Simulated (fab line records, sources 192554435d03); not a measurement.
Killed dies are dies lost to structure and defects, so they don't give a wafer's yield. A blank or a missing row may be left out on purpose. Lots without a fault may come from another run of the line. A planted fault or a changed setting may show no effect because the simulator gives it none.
Split-lot experiment | flow n5_finfet | 7 lots, 39 wafers read, on a route of 1938 steps

THE SPLIT
At N5_BEOL_M10_TRENCH_ETCH_37 (etches SiCOH lowk in C4F6/O2, target depth 148.83 nm, time 48 s), the setting target_depth_a was moved away from the recipe's 1488.3 angstrom on 6 of the 39 wafers read, by -51.1% to +18.9%. The other wafers ran this setting at the recipe's value.

FROM THE SPLIT TO THE READING: what the file shows between them, 11 steps
- N5_BEOL_M10_ETCH_41: etches SiCN in CH3F/O2, target depth 42.6 nm, time 86 s
- N5_BEOL_M10_STRIP_77: strips in N2/H2, time 10 s
- N5_BEOL_M10_OCD_MEAS_38
- N5_BEOL_M10_HM_STRIP_39: strips TiN in peroxide tin strip, target depth 25 nm, time 158 s
- N5_BEOL_M10_SRD_40: time 30 s
- N5_BEOL_M10_ECD_50: material Cu, target thk 318 nm
- N5_BEOL_M10_ANNEAL_51: time 90 s
- N5_BEOL_M10_CMP_52: polishes, stops on SiCOH lowk, t overpolish 7 s, target thk 140 nm
- N5_BEOL_M10_THK_MEAS_53: measures by xrf
- N5_BEOL_M10_PRE_CLEAN_55: time 15 s
- N5_BEOL_M10_DEP_56: deposits SiCN from 3MS/NH3, target thk 15 nm, time 26.5 s

THE READING
M10_RS, in ohm/sq, at N5_BEOL_M10_RS_MEAS_57 (measures by four-point-probe). Fault-free wafers of this fab line usually give 0.151 ohm/sq, standard deviation 0.005 ohm/sq.

wafer  | tool, chamber at the split | target_depth_a as run, angstrom | against the recipe | M10_RS, ohm/sq | against lot-mates on the recipe
L075.1 | rie_diel-02, 0             | 1488.3                          | recipe             | 0.142          | -
L075.2 | rie_diel-02, 2             | 1488.3                          | recipe             | 0.153          | -
L075.3 | rie_diel-02, 1             | 1488.3                          | recipe             | 0.149          | -
L075.4 | rie_diel-02, 3             | 1488.3                          | recipe             | 0.155          | -
L075.5 | rie_diel-02, 1             | 1488.3                          | recipe             | 0.152          | -
L075.6 | rie_diel-02, 2             | 1488.3                          | recipe             | 0.150          | -
L076.2 | rie_diel-04, 3             | 1488.3                          | recipe             | 0.142          | -
L076.4 | rie_diel-04, 2             | 1488.3                          | recipe             | 0.148          | -
L076.5 | rie_diel-04, 1             | 1488.3                          | recipe             | 0.155          | -
L085.1 | rie_diel-04, 0             | 1488.3                          | recipe             | 0.153          | -
L085.2 | rie_diel-04, 2             | 1488.3                          | recipe             | 0.150          | -
L085.3 | rie_diel-04, 1             | 1488.3                          | recipe             | 0.157          | -
L085.4 | rie_diel-04, 0             | 1488.3                          | recipe             | 0.155          | -
L085.5 | rie_diel-04, 2             | 1488.3                          | recipe             | 0.150          | -
L085.6 | rie_diel-04, 1             | 1488.3                          | recipe             | 0.153          | -
L086.1 | rie_diel-02, 0             | 1488.3                          | recipe             | 0.148          | -
L086.2 | rie_diel-02, 2             | 1488.3                          | recipe             | 0.160          | -
L086.3 | rie_diel-02, 3             | 1488.3                          | recipe             | 0.160          | -
L086.4 | rie_diel-02, 1             | 1488.3                          | recipe             | 0.155          | -
L086.5 | rie_diel-02, 2             | 1488.3                          | recipe             | 0.162          | -
L086.6 | rie_diel-02, 1             | 1488.3                          | recipe             | 0.153          | -
L087.1 | rie_diel-02, 2             | 1488.3                          | recipe             | 0.159          | -
L087.2 | rie_diel-02, 3             | 728.4                           | -51.1%             | 0.392          | +0.235
L087.3 | rie_diel-02, 1             | 1488.3                          | recipe             | 0.153          | -
L087.4 | rie_diel-02, 0             | 728.4                           | -51.1%             | 0.346          | +0.189
L087.5 | rie_diel-02, 2             | 1488.3                          | recipe             | 0.159          | -
L087.6 | rie_diel-02, 1             | 728.4                           | -51.1%             | 0.373          | +0.216
L091.1 | rie_diel-01, 2             | 1770                            | +18.9%             | 0.122          | -0.030
L091.2 | rie_diel-01, 0             | 1488.3                          | recipe             | 0.152          | -
L091.3 | rie_diel-01, 3             | 1770                            | +18.9%             | 0.126          | -0.026
L091.4 | rie_diel-01, 2             | 1770                            | +18.9%             | 0.121          | -0.031
L091.5 | rie_diel-01, 3             | 1488.3                          | recipe             | 0.154          | -
L091.6 | rie_diel-01, 0             | 1488.3                          | recipe             | 0.150          | -
L095.1 | rie_diel-04, 3             | 1488.3                          | recipe             | 0.138          | -
L095.2 | rie_diel-04, 0             | 1488.3                          | recipe             | 0.150          | -
L095.3 | rie_diel-04, 2             | 1488.3                          | recipe             | 0.151          | -
L095.4 | rie_diel-04, 0             | 1488.3                          | recipe             | 0.149          | -
L095.5 | rie_diel-04, 3             | 1488.3                          | recipe             | 0.139          | -
L095.6 | rie_diel-04, 2             | 1488.3                          | recipe             | 0.149          | -

THE FIT
A straight line over all 39 wafers: M10_RS changes by -0.00389 ohm/sq for each +1% of target_depth_a; r = -0.97; the points scatter about the line by 0.015 ohm/sq.
The same after taking each lot's own level away (the mean of its wafers on the recipe; 39 wafers): -0.00381 ohm/sq for each +1%; r = -0.97; scatter 0.014 ohm/sq.
On that fit, the largest move of target_depth_a shifts the reading by 0.19 ohm/sq.
The lots' own levels span 0.1460 to 0.1570 ohm/sq, that is 2.2 times the standard deviation above.
So the lot-to-lot level changes the slope little: the two slopes agree.
Check: with one of the wafers moved furthest among these (-51.1%) left out of the fit, the line predicts +0.184 ohm/sq for it against its lot-mates. It came out at +0.235 ohm/sq against them.

THE WHOLE CHAIN: every reading that the file lists as answering this split, in the file's order
step                       | what it does                                                       | reading                                                                           | change (the file's fit)                | r (the file's)
N5_BEOL_M10_TRENCH_ETCH_37 | etches SiCOH lowk in C4F6/O2, target depth 148.83 nm, time 48 s    | etch.depth_nm (the simulator's own value, which no gauge read)                    | +1.43 nm for each +1% of the setting   | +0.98
N5_BEOL_M10_TRENCH_ETCH_37 | etches SiCOH lowk in C4F6/O2, target depth 148.83 nm, time 48 s    | BEOL_M10.feature_depth_nm (the simulator's own value, which no gauge read)        | +1.43 nm for each +1% of the setting   | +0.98
N5_BEOL_M10_TRENCH_ETCH_37 | etches SiCOH lowk in C4F6/O2, target depth 148.83 nm, time 48 s    | TiN_of_BEOL_M10_HM_DEP_02.thk_nm (the simulator's own value, which no gauge read) | -0.0403 nm for each +1% of the setting | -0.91
N5_BEOL_M10_OCD_MEAS_38    |                                                                    | trench_depth_nm                                                                   | +1.43 nm for each +1% of the setting   | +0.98
N5_BEOL_M10_CMP_52         | polishes, stops on SiCOH lowk, t overpolish 7 s, target thk 140 nm | Cu_of_BEOL_M10_ECD_50.thk_nm (the simulator's own value, which no gauge read)     | +1.41 nm for each +1% of the setting   | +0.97
N5_BEOL_M10_THK_MEAS_53    | measures by xrf                                                    | M10_THK                                                                           | +1.42 for each +1% of the setting      | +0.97
N5_BEOL_M10_RS_MEAS_57     | measures by four-point-probe                                       | M10_RS                                                                            | -0.00386 for each +1% of the setting   | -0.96

THE FILE'S OWN FIT
M10_RS changes by -0.00386 ohm/sq for each +1% of target_depth_a, r = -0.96.
